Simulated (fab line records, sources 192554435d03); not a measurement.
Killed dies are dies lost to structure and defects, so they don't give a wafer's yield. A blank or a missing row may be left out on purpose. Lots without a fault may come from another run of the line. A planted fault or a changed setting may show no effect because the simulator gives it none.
Chamber matching | flow n5_finfet | N5_PMOS_HMC_CHANNEL_EPI_DESCUM_14 on rie_diel-02: 4 sister chambers
The step chemistry O2, time 7.9 s. 8 wafers are shown with their chamber, then 8 later ones without.

WAFERS WITH THEIR CHAMBER
wafer  | chamber | oes_product_au (a.u.) | throttle_valve_pct (%)
L081.1 | 3       | 0.69                  | 20.77
L082.1 | 2       | 0.94                  | 20.28
L082.4 | 3       | 0.69                  | 20.76
L083.5 | 1       | 0.66                  | 20.74
L083.6 | 2       | 0.94                  | 20.30
L085.3 | 1       | 0.67                  | 20.76
L085.4 | 0       | 0.74                  | 20.70
L088.1 | 0       | 0.73                  | 20.69

WAFERS WITHOUT THEIR CHAMBER
wafer  | oes_product_au (a.u.) | throttle_valve_pct (%)
L088.5 | 0.72                  | 20.70
L088.6 | 0.65                  | 20.77
L093.1 | 0.72                  | 20.70
L093.2 | 0.90                  | 20.31
L093.4 | 0.72                  | 20.70
L095.3 | 0.96                  | 20.39
L095.5 | 0.72                  | 20.70
L095.6 | 0.88                  | 20.32

WHICH CHAMBER EACH WENT THROUGH
wafer  | from the rows above | in truth
L088.5 | 0                   | 0
L088.6 | 1                   | 1
L093.1 | 0                   | 0
L093.2 | 2                   | 2
L093.4 | 0                   | 0
L095.3 | 2                   | 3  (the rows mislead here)
L095.5 | 0                   | 0
L095.6 | 2                   | 2
Placed correctly: 7 of 8. Can't be placed from these rows: 0. Placed wrongly: 1.
How it was worked out, from the rows above alone: a wafer's distance from a chamber is the root of the sum, over the readings, of the square of ((its reading less the chamber's mean) divided by the reading's scatter). The wafer belongs to the nearest chamber; if the next one is less than 2 further off, it can't be placed. A chamber's mean is the mean of its shown wafers. The scatter: the root of (the sum of the squares of (reading less its chamber's mean) over the shown wafers, divided by (wafers less chambers)).
